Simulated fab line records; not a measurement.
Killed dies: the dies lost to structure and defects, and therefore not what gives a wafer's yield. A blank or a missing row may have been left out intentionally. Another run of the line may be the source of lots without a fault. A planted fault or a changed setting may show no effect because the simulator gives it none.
fab line records	flow n5_finfet
[record] lots = 7	wafers = 21	last_day = 18
route steps=1938 shown BEOL_M14@1725 PASSIVATION@1936
lots that met no fault: from a run of the same line without faults
start_h: hours from the record's first day to the start of the lot's first wafer shown	wait_h: hours since the lot's step before	" the same as in the row above	L1.1+2: a row that stands for several wafers	- no value present, or no start provided	* or withheld: withheld	< > ~ a bound
route shown NAME@n: NAME is a module with steps in the file, n the number in the route of the first one	usual: the fault-free wafers' mean and standard deviation	same: alike in all rows	chamber/n: place in a boat	sites: each site's reading	_std_site: standard deviation across them	_edge_site: inner sites' mean taken away from outer sites' mean	radius_mm: for every site, how far away it sits from the centre of the wafer	mask NAME#n: copy n	behind: tool/chamber where the wafer was last shaped	hold: why the lot went on hold/how many hours it stayed there/how the hold came to an end	device: the n, p or np transistor that did not switch	end of line: at the end of the route, the tests of the same wafers	a step given without rows: its recipe and nothing more	killed: at the first sort, the dies lost to defects and structure; wafer yield is something else	map: dies across one wafer; x = killed, . = not, _ = none there
set.NAME: the setting as run; set.NAME@STEP: as run at that earlier step	model.NAME: the simulator's own value behind a step, which no gauge read
certain route steps with their lots: each step a table, each wafer a row
services: a tool's chamber out of use, with start hour (start_h, from the record's first day; less than 0 if before it), hours out, and reason
[[steps]]
[step N5_BEOL_M14_HARDBAKE_14]
[recipe] temp_c = 130	time_s = 120
[step N5_BEOL_M14_CD_MEAS_10]
[recipe] target_cd_nm = 250	landing_energy_ev = 500	detector = se_inlens	polarity = opening
[usual] cd_nm = 250.1/1.5
lot.wafer	tool	chamber	start_h	wait_h	cd_nm
L645.1	cd_sem-03	0	283.81	-	253.6
L645.2	"	0	"	"	251.9
L645.4	"	0	"	"	252.4
L644.1	cd_sem-03	0	283.97	-	249.6
L644.3	"	0	"	"	249.7
L644.6	"	0	"	"	248.9
L647.2	cd_sem-02	0	302.12	-	250.8
L647.3	"	0	"	"	248.3
L647.6	"	0	"	"	249.9
L649.1	cd_sem-01	0	302.55	-	247.5
L649.4	"	0	"	"	250.2
L649.5	"	0	"	"	249.1
L646.2	cd_sem-03	0	303.39	-	249.3
L646.4	"	0	"	"	249.3
L646.6	"	0	"	"	250.2
L659.1	cd_sem-01	0	369.14	-	249.1
L659.4	"	0	"	"	253.0
L659.6	"	0	"	"	251.3
L661.1	cd_sem-02	0	395.30	-	250.3
L661.2	"	0	"	"	249.4
L661.6	"	0	"	"	249.0
[step N5_BEOL_M14_OVL_MEAS_11]
[recipe] points_per_wafer = 44
[usual] V13_OVL = -2/4.9
lot.wafer	tool	chamber	start_h	wait_h	V13_OVL[nm]
L645.1	overlay-01	0	283.84	0.0	-3
L645.2	"	0	"	"	2
L645.4	"	0	"	"	-3
L644.1	overlay-01	0	284.00	0.0	-6
L644.3	"	0	"	"	-6
L644.6	"	0	"	"	-6
L647.2	overlay-01	0	302.15	0.0	-5
L647.3	"	0	"	"	-1
L647.6	"	0	"	"	-2
L649.1	overlay-01	0	302.58	0.0	-3
L649.4	"	0	"	"	-1
L649.5	"	0	"	"	-1
L646.2	overlay-02	0	303.42	0.0	-2
L646.4	"	0	"	"	-1
L646.6	"	0	"	"	-10
L659.1	overlay-01	0	369.17	0.0	-5
L659.4	"	0	"	"	-6
L659.6	"	0	"	"	-4
L661.1	overlay-01	0	395.33	0.0	-4
L661.2	"	0	"	"	7
L661.6	"	0	"	"	-3
[step N5_BEOL_M14_INSPECT_12]
[recipe] mode = adi	inspect_instrument = macro
[usual] raw_defect_count = 2.0/1.4
lot.wafer	tool	chamber	start_h	wait_h	raw_defect_count
L645.1	defect_inspect-02	-	283.86	0.0	1
L645.2	"	-	"	"	3
L645.4	"	-	"	"	2
L644.1	defect_inspect-02	-	284.02	0.0	1
L644.3	"	-	"	"	0
L644.6	"	-	"	"	2
L647.2	defect_inspect-01	-	302.17	0.0	2
L647.3	"	-	"	"	1
L647.6	"	-	"	"	4
L649.1	defect_inspect-01	-	302.60	0.0	1
L649.4	"	-	"	"	2
L649.5	"	-	"	"	3
L646.2	defect_inspect-01	-	303.44	0.0	3
L646.4	"	-	"	"	4
L646.6	"	-	"	"	3
L659.1	defect_inspect-01	-	369.19	0.0	1
L659.4	"	-	"	"	4
L659.6	"	-	"	"	2
L661.1	defect_inspect-01	-	395.36	0.0	0
L661.2	"	-	"	"	3
L661.6	"	-	"	"	4
[step N5_BEOL_M14_DESCUM_15]
[recipe] chemistry = O2	time_s = 7.9	source_power_w = 50	bias_power_w = 20	pressure_mtorr = 20	rf_frequency_hz = 2.712e+07	temp_c = 40	o2_flow_sccm = 225
[usual] bias_power_w = 19.99/0.058	drypump_motor_current_A = 5.8/0.39	oes_product_au = 0.80/0.093	rf_vpp_V = 242.7/1.4	showerhead_plenum_p_Torr = 2.05/0.07	temp_c = 40.01/0.12	throttle_valve_pct = 20.44/0.26
lot.wafer	tool	chamber	start_h	wait_h	bias_power_w	drypump_motor_current_A	oes_product_au	rf_hours_counter_h	rf_vpp_V	showerhead_plenum_p_Torr	temp_c	throttle_valve_pct
L645.1	rie_diel-02	2	283.89	0.0	19.98	6.1	0.72	220	244.5	2.16	39.84	20.98
L645.2	"	3	"	"	20.06	6.1	0.69	232	240.8	1.97	40.25	20.98
L645.4	"	1	"	"	20.06	5.0	0.69	221	241.5	1.98	39.81	20.44
L644.1	rie_diel-02	1	284.24	0.2	20.01	5.0	0.69	221	241.8	1.98	40.10	20.41
L644.3	"	0	"	"	19.99	5.8	0.67	251	241.6	1.98	39.94	20.72
L644.6	"	0	"	"	20.08	5.9	0.68	-	240.6	1.98	39.95	20.72
L647.2	rie_diel-05	0	302.21	0.0	19.97	5.6	0.80	102	241.0	2.01	39.95	20.29
L647.3	"	1	"	"	19.90	5.1	0.87	70	241.6	2.02	39.70	20.21
L647.6	"	3	"	"	19.95	5.7	0.96	-	243.1	2.05	40.11	20.11
L649.1	rie_diel-05	1	302.94	0.3	20.02	5.1	0.86	70	240.6	2.02	39.99	20.22
L649.4	"	2	"	"	19.89	6.3	0.84	54	244.3	2.12	39.95	20.45
L649.5	"	0	"	"	19.95	5.7	0.81	-	242.8	2.01	40.00	20.31
L646.2	rie_diel-02	2	303.80	0.4	20.07	6.1	0.70	229	245.6	2.16	40.06	20.97
L646.4	"	2	"	"	20.06	6.2	0.71	-	245.4	2.16	40.05	20.98
L646.6	"	3	"	"	20.05	6.1	0.68	-	241.7	1.97	39.98	20.97
L659.1	rie_diel-05	0	369.28	0.1	20.01	5.7	0.78	128	243.2	2.00	40.04	20.34
L659.4	"	2	"	"	19.91	6.3	0.82	78	243.2	2.11	39.96	20.49
L659.6	"	0	"	"	19.95	5.6	0.79	-	242.7	2.00	39.94	20.34
L661.1	rie_diel-02	0	395.39	0.0	19.85	5.9	0.89	32	244.4	2.23	40.20	20.33
L661.2	"	1	"	"	20.06	5.0	0.94	7	244.5	2.23	40.20	20.06
L661.6	"	3	"	"	19.96	6.1	0.92	-	246.6	2.22	40.15	20.62
[step N5_BEOL_M14_ETCH_59]
[recipe] chemistry = N2/H2	target = BARC	target_depth_a = 890	overetch_a = 267	time_s = 67.9	ion_energy_ev = 200	pressure_mtorr = 30	source_w = 840	bias_w = 150	n2_flow_sccm = 200	h2_flow_sccm = 200
[usual] drypump_motor_current_A = 5.8/0.39	oes_product_au = 0.69/0.074	rf_vpp_V = 522.6/2.5	showerhead_plenum_p_Torr = 2.50/0.083	throttle_valve_pct = 17.91/0.27
lot.wafer	tool	chamber	start_h	wait_h	drypump_motor_current_A	oes_product_au	rf_hours_counter_h	rf_vpp_V	showerhead_plenum_p_Torr	throttle_valve_pct
L645.1	rie_diel-02	2	283.93	0.0	6.1	0.62	220	526.4	2.62	18.36
L645.2	"	3	"	"	6.1	0.59	232	519.7	2.41	18.45
L645.4	"	1	"	"	5.0	0.61	221	520.0	2.41	17.95
L644.1	rie_diel-02	1	284.28	0.0	5.0	0.60	221	520.8	2.41	17.94
L644.3	"	0	"	"	5.9	0.59	251	520.0	2.39	18.17
L644.6	"	0	"	"	5.9	0.59	-	521.3	2.39	18.18
L647.2	rie_diel-05	0	302.24	0.0	5.7	0.68	102	520.9	2.46	17.79
L647.3	"	1	"	"	5.1	0.73	70	521.7	2.48	17.81
L647.6	"	3	"	"	5.7	0.81	-	523.5	2.49	17.57
L649.1	rie_diel-05	1	302.98	0.0	5.1	0.73	70	523.1	2.48	17.82
L649.4	"	2	"	"	6.2	0.72	54	524.3	2.58	17.87
L649.5	"	0	"	"	5.7	0.68	-	520.6	2.46	17.77
L646.2	rie_diel-02	2	303.84	0.0	6.1	0.62	229	525.0	2.62	18.36
L646.4	"	2	"	"	6.2	0.61	-	525.9	2.62	18.38
L646.6	"	3	"	"	6.1	0.58	-	520.6	2.41	18.47
L659.1	rie_diel-05	0	369.31	0.0	5.6	0.65	128	520.7	2.45	17.83
L659.4	"	2	"	"	6.2	0.69	78	524.3	2.57	17.94
L659.6	"	0	"	"	5.6	0.66	-	522.6	2.45	17.84
L661.1	rie_diel-02	0	395.43	0.0	5.9	0.76	32	528.9	2.70	17.76
L661.2	"	1	"	"	5.0	0.81	7	528.1	2.72	17.56
L661.6	"	3	"	"	6.1	0.78	-	528.2	2.71	18.07
[step N5_BEOL_M14_VIA_ETCH_16]
[recipe] chemistry = C4F8/O2/Ar	target = SiO2	he_inner_torr = 15	he_outer_torr = 30	target_depth_a = 12313	time_s = withheld	ion_energy_ev = 800	pressure_mtorr = 20	source_w = 1905	bias_w = 2040	Ar_flow_sccm = 400	C4F8_flow_sccm = 16	O2_flow_sccm = 12	ends = cleared
[usual] drypump_motor_current_A = 5.8/0.39	oes_product_au = 0.73/0.083	rf_vpp_V = 2218/18	showerhead_plenum_p_Torr = 3.38/0.1	throttle_valve_pct = 30.92/0.24
lot.wafer	tool	chamber	start_h	wait_h	drypump_motor_current_A	oes_product_au	rf_vpp_V	showerhead_plenum_p_Torr	throttle_valve_pct
L645.1	rie_diel-02	2	283.98	0.0	6.2	0.65	2257	3.53	31.30
L645.2	"	3	"	"	6.1	0.62	2204	3.27	31.46
L645.4	"	1	"	"	5.0	0.63	2206	3.28	30.91
L644.1	rie_diel-02	1	284.33	0.0	5.0	0.62	2206	3.28	30.91
L644.3	"	0	"	"	5.9	0.60	2198	3.24	31.00
L644.6	"	0	"	"	5.9	0.61	2199	3.24	31.00
L647.2	rie_diel-05	0	302.29	0.0	5.6	0.73	2209	3.32	30.73
L647.3	"	1	"	"	5.1	0.78	2229	3.35	30.75
L647.6	"	3	"	"	5.7	0.86	2194	3.39	30.74
L649.1	rie_diel-05	1	303.03	0.0	5.1	0.78	2227	3.35	30.77
L649.4	"	2	"	"	6.2	0.76	2214	3.49	31.02
L649.5	"	0	"	"	5.6	0.72	2209	3.32	30.72
L646.2	rie_diel-02	2	303.89	0.0	6.2	0.64	2257	3.53	31.32
L646.4	"	2	"	"	6.2	0.64	2257	3.53	31.32
L646.6	"	3	"	"	6.1	0.62	2203	3.27	31.49
L659.1	rie_diel-05	0	369.36	0.0	5.7	0.70	2207	3.31	30.77
L659.4	"	2	"	"	6.2	0.73	2213	3.48	31.06
L659.6	"	0	"	"	5.7	0.70	2208	3.31	30.75
L661.1	rie_diel-02	0	395.48	0.0	5.9	0.81	2234	3.63	30.74
L661.2	"	1	"	"	5.0	0.85	2240	3.66	30.66
L661.6	"	3	"	"	6.1	0.83	2237	3.65	31.21
[step N5_BEOL_M14_STRIP_63]
[recipe] chemistry = O2	power_w = 600	temp_c = 60	pressure_mtorr = 30	rf_frequency_hz = 6e+07	bias_power_w = 0	overash_fraction = 0.3	o2_flow_sccm = 225
[usual] drypump_motor_current_A = 5.8/0.39	oes_product_au = 0.80/0.092	rf_vpp_V = 3.6/0.83	showerhead_plenum_p_Torr = 2.06/0.07	temp_c = 59.99/0.13	throttle_valve_pct = 16.68/0.27
[same] bias_power_w = 0
lot.wafer	tool	chamber	start_h	wait_h	drypump_motor_current_A	oes_product_au	rf_hours_counter_h	rf_vpp_V	showerhead_plenum_p_Torr	temp_c	throttle_valve_pct
L645.1	rie_diel-02	2	-	-	6.2	0.70	220	4.7	2.17	59.81	17.18
L645.2	"	3	"	"	6.1	0.68	233	4.1	1.98	59.99	17.23
L645.4	"	1	"	"	5.0	0.69	221	3.0	1.98	60.15	16.72
L644.1	rie_diel-02	1	-	-	5.0	0.68	221	3.3	1.98	60.09	16.72
L644.3	"	0	"	"	5.9	0.68	251	3.4	1.98	60.25	16.98
L644.6	"	0	"	"	5.9	0.68	-	3.3	1.98	60.34	16.96
L647.2	rie_diel-05	0	-	-	5.6	0.82	102	4.7	2.02	59.86	16.53
L647.3	"	1	"	"	5.1	0.86	70	4.5	2.03	59.94	16.45
L647.6	"	3	"	"	5.7	0.96	-	3.9	2.05	60.00	16.35
L649.1	rie_diel-05	1	-	-	5.1	0.87	70	3.3	2.03	59.88	16.41
L649.4	"	2	"	"	6.3	0.84	54	3.5	2.12	60.05	16.66
L649.5	"	0	"	"	5.6	0.81	-	3.6	2.02	59.91	16.52
L646.2	rie_diel-02	2	-	-	6.1	0.70	229	1.8	2.16	60.14	17.25
L646.4	"	2	"	"	6.2	0.72	-	3.4	2.16	60.12	17.21
L646.6	"	3	"	"	6.1	0.66	-	2.5	1.97	60.21	17.24
L659.1	rie_diel-05	0	-	-	5.7	0.78	128	3.8	2.01	59.90	16.61
L659.4	"	2	"	"	6.2	0.80	78	4.9	2.11	59.99	16.69
L659.6	"	0	"	"	5.6	0.78	-	2.9	2.01	59.86	16.56
L661.1	rie_diel-02	0	-	-	5.9	0.90	32	5.2	2.23	59.98	16.53
L661.2	"	1	"	"	5.0	0.92	7	3.5	2.23	60.17	16.30
L661.6	"	3	"	"	6.1	0.92	-	4.2	2.23	60.08	16.81
[step N5_BEOL_M14_STRIP_64]
[recipe] chemistry = O2	power_w = 600	temp_c = 60	pressure_mtorr = 30	rf_frequency_hz = 6e+07	bias_power_w = 0	overash_fraction = 0.3	o2_flow_sccm = 225
[usual] drypump_motor_current_A = 5.8/0.39	oes_product_au = 0.80/0.093	rf_vpp_V = 3.7/0.46	showerhead_plenum_p_Torr = 2.06/0.07	temp_c = 60.00/0.12	throttle_valve_pct = 16.68/0.27
[same] bias_power_w = 0
lot.wafer	tool	chamber	start_h	wait_h	drypump_motor_current_A	oes_product_au	rf_hours_counter_h	rf_vpp_V	showerhead_plenum_p_Torr	temp_c	throttle_valve_pct
L645.1	rie_diel-02	2	-	-	6.1	0.72	220	3.6	2.17	59.97	17.21
L645.2	"	3	"	"	6.1	0.68	233	3.9	1.98	59.84	17.23
L645.4	"	1	"	"	5.0	0.69	221	3.0	1.98	59.87	16.70
L644.1	rie_diel-02	1	-	-	5.0	0.70	221	3.3	1.98	59.75	16.71
L644.3	"	0	"	"	5.9	0.68	251	3.8	1.98	59.94	16.98
L644.6	"	0	"	"	5.9	0.68	-	3.5	1.98	60.01	16.97
L647.2	rie_diel-05	0	-	-	5.6	0.82	102	4.1	2.02	59.88	16.53
L647.3	"	1	"	"	5.1	0.86	70	3.4	2.03	59.86	16.46
L647.6	"	3	"	"	5.7	0.96	-	4.1	2.05	60.23	16.34
L649.1	rie_diel-05	1	-	-	5.1	0.85	70	3.6	2.03	60.31	16.46
L649.4	"	2	"	"	6.2	0.85	54	4.0	2.12	60.22	16.66
L649.5	"	0	"	"	5.6	0.80	-	4.0	2.02	59.99	16.54
L646.2	rie_diel-02	2	-	-	6.1	0.71	229	3.5	2.16	59.91	17.21
L646.4	"	2	"	"	6.1	0.71	-	3.2	2.16	59.91	17.24
L646.6	"	3	"	"	6.1	0.68	-	3.1	1.97	60.22	17.24
L659.1	rie_diel-05	0	-	-	5.6	0.79	129	4.1	2.01	59.98	16.60
L659.4	"	2	"	"	6.2	0.81	78	3.8	2.11	59.93	16.68
L659.6	"	0	"	"	5.6	0.78	-	3.8	2.01	59.94	16.61
L661.1	rie_diel-02	0	-	-	5.9	0.90	32	3.0	2.23	59.95	16.55
L661.2	"	1	"	"	5.0	0.96	7	3.8	2.23	59.91	16.29
L661.6	"	3	"	"	6.1	0.92	-	3.9	2.23	60.11	16.82
[step N5_BEOL_M14_STRIP_71]
[recipe] chemistry = post_etch_residue_remover	time_s = 60	temp_c = 25	remover_ph = withheld	remover_water_wt_pct = withheld	remover_fluoride_wt_pct = withheld
[step N5_BEOL_M14_SRD_72]
[recipe] time_s = 30	temp_c = 23	rinse_liquid = diw	dry = n2_spin	spin_rpm = 1500	dry_time_s = 30
[step N5_BEOL_M14_CD_MEAS_17]
[recipe] target_cd_nm = 250	polarity = opening
[usual] cd_nm = 250.8/1.7
lot.wafer	tool	chamber	start_h	wait_h	cd_nm
L645.1	cd_sem-03	-	284.33	0.0	254.5
L645.2	"	-	"	"	253.2
L645.4	"	-	"	"	253.6
L644.1	cd_sem-02	-	284.68	0.0	251.4
L644.3	"	-	"	"	250.8
L644.6	"	-	"	"	250.3
L647.2	cd_sem-03	-	302.65	0.0	252.8
L647.3	"	-	"	"	248.5
L647.6	"	-	"	"	251.6
L649.1	cd_sem-01	-	303.38	0.0	246.9
L649.4	"	-	"	"	250.2
L649.5	"	-	"	"	249.6
L646.2	cd_sem-02	-	304.24	0.0	250.3
L646.4	"	-	"	"	250.4
L646.6	"	-	"	"	252.1
L659.1	cd_sem-03	-	369.71	0.0	249.7
L659.4	"	-	"	"	252.7
L659.6	"	-	"	"	253.2
L661.1	cd_sem-02	-	395.82	0.0	250.3
L661.2	"	-	"	"	249.3
L661.6	"	-	"	"	249.7
[step N5_BEOL_M14_COAT_65]
[recipe] resist = SOC	temp_c = 250	time_s = 60	spin_rpm = 1500	resist_thk_nm = 450
[usual] heater_power_total_W = 500.5/1.8	plate_temp_C = 250.02/0.17	resist_line_temp_C = 23.00/0.11	spin_speed_rpm = 1500.0/1
lot.wafer	tool	chamber	start_h	wait_h	heater_power_total_W	plate_temp_C	resist_line_temp_C	spin_speed_rpm
L645.1	litho_track-01	0	284.37	0.0	502.5	249.99	22.75	1499.6
L645.2	"	0	"	"	502.3	250.02	23.03	1500.8
L645.4	"	0	"	"	499.7	250.03	23.06	1499.2
L644.1	litho_track-01	0	284.71	0.0	503.1	250.27	22.88	1498.9
L644.3	"	0	"	"	501.8	250.24	23.07	1499.5
L644.6	"	0	"	"	499.7	249.93	23.09	1501.4
L647.2	litho_track-01	0	302.68	0.0	862.7	272.43	22.89	1497.9
L647.3	"	0	"	"	863.3	272.66	23.02	1499.3
L647.6	"	0	"	"	864.9	272.54	23.07	1499.4
L649.1	litho_track-01	0	303.41	0.0	864.3	271.95	22.97	1499.6
L649.4	"	0	"	"	859.2	272.30	23.03	1499.7
L649.5	"	0	"	"	861.3	272.17	23.03	1500.7
L646.2	litho_track-01	0	304.28	0.0	864.0	272.29	23.04	1501.9
L646.4	"	0	"	"	861.0	272.34	23.12	1499.3
L646.6	"	0	"	"	864.3	272.43	23.01	1498.7
L659.1	litho_track-05	0	369.75	0.0	501.6	249.88	22.97	1500.6
L659.4	"	0	"	"	501.5	249.79	22.91	1502.2
L659.6	"	0	"	"	503.4	249.79	22.94	1500.4
L661.1	litho_track-01	0	395.86	0.0	499.1	250.13	23.11	1499.8
L661.2	"	0	"	"	499.9	249.84	23.19	1499.6
L661.6	"	0	"	"	498.6	250.07	23.23	1500.6
[step N5_BEOL_M14_COAT_66]
[recipe] resist = SiARC	temp_c = 220	time_s = 60	spin_rpm = 1500	resist_thk_nm = 110
[step N5_PASSIVATION_PROBE_49]
[usual] defect_limited_yield = 91.1/1.3	killed_at_M0_to_M3 = 34/10	killed_at_M4_up = 14/5.7	killed_at_contacts = 12/5.9	killed_at_front_end = 41/12	killed_at_other = 4/3.1	killed_dies = 105/15	killed_open = 69/11	killed_short = 35/7.8	sort_bin_5_function = 5.3/0.81	sort_bin_6_memory = 3.3/0.75	sort_n_pass = 1075/15	sort_yield_pct = 91.1/1.3
[same] gross_dies = 1180	killed_at_back_side = 0	sort_bin_4_leakage[%] = 0	sort_bin_8_speed[%] = 0
lot.wafer	tool	chamber	start_h	wait_h	defect_limited_yield[%]	killed_at_M0_to_M3	killed_at_M4_up	killed_at_contacts	killed_at_front_end	killed_at_other	killed_dies	killed_open	killed_short	sort_bin_5_function[%]	sort_bin_6_memory[%]	sort_n_pass	sort_yield_pct[%]
L647.3	prober-02	-	329.75	0.1	90.4	39	12	12	48	2	113	68	45	5.7	3.6	1067	90.4
L649.4	prober-02	-	336.29	0.2	91.1	28	4	12	57	4	105	61	42	4.8	3.7	1075	91.1
L646.6	prober-01	-	336.75	0.3	90.8	44	14	23	28	0	109	76	33	4.8	4.2	1071	90.8
// killed by level:class
L647.3 FIN_SAQP:geometric_particle:short=15 FIN_SAQP:geometric_particle:open=13 BEOL_M3:geometric_particle:open=10 BEOL_M2:geometric_particle:open=9 STI_FIN_REVEAL:geometric_particle:open=7 MOL_CONTACT_COAG:geometric_particle:open=6 MOL_CONTACT_COAG:geometric_particle:short=6 BEOL_M0_SAQP:geometric_particle:short=6
L649.4 FIN_SAQP:geometric_particle:open=17 FIN_SAQP:geometric_particle:short=15 MOL_CONTACT_COAG:geometric_particle:open=8 BEOL_M1:geometric_particle:open=7 BEOL_M2:geometric_particle:open=4 DUMMY_GATE:geometric_particle:open=4 SPACER0:geometric_particle:short=4 MOL_CONTACT_COAG:geometric_particle:short=4
L646.6 MOL_CONTACT_COAG:geometric_particle:open=23 BEOL_M0_SAQP:geometric_particle:short=10 BEOL_M0_SAQP:geometric_particle:open=9 STI_FIN_REVEAL:geometric_particle:open=7 BEOL_M3:geometric_particle:open=7 BEOL_M1:geometric_particle:open=5 BEOL_M2:geometric_particle:open=5 BEOL_M4:geometric_particle:open=5
[[services]]
tool	chamber	start_h	hours	kind
rie_diel-05	3	260.62	-	clean
rie_diel-05	3	260.62	-	consumable_replace:focus_ring
rie_diel-05	3	260.62	24.3	scheduled_down
rie_diel-02	0	286.55	12.4	repair
rie_diel-02	-	320.74	3.6	repair
rie_diel-02	3	326.28	-	clean
rie_diel-02	3	326.28	-	consumable_replace:focus_ring
rie_diel-02	3	326.28	-	consumable_replace:showerhead
rie_diel-02	3	326.28	17.4	scheduled_down
rie_diel-02	3	326.28	17.4	vent_cycle
rie_diel-02	2	328.81	3.2	repair
rie_diel-02	1	362.03	1.3	repair
rie_diel-02	1	363.60	-	clean
rie_diel-02	1	363.60	-	consumable_replace:focus_ring
rie_diel-02	1	363.60	-	consumable_replace:showerhead
rie_diel-02	1	363.60	15.4	scheduled_down
rie_diel-02	1	363.60	15.4	vent_cycle
rie_diel-05	2	366.19	1.2	repair
rie_diel-02	2	379.03	-	clean
rie_diel-02	2	379.03	-	consumable_replace:focus_ring
rie_diel-02	2	379.03	24.5	scheduled_down
rie_diel-02	2	379.03	24.5	vent_cycle
rie_diel-02	3	386.31	2.8	repair
rie_diel-05	1	392.31	7.0	repair
[[key]]
[first_sign] step = N5_BEOL_M14_COAT_65	reading = heater_power_total_W	direction = up	sigmas = 99+	usual = *	struck = *
[effect] step = N5_BEOL_M14_COAT_65	reading = plate_temp_C	direction = up	sigmas = 99+	usual = *	struck = *
met_at N5_BEOL_M14_COAT_65
struck_wafers L646.2,L646.4,L646.6,L647.2,L647.3,L647.6,L649.1,L649.4,L649.5
onset_between 284.71 302.68
[fault] kind = process_parameter_drift	tool = litho_track-01	chamber = -	onset_h = 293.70	steps = N5_BEOL_M14_COAT_65	channel = temp_c	offset = *	shape = step	end_h = 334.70	acts_in = *	stated = *
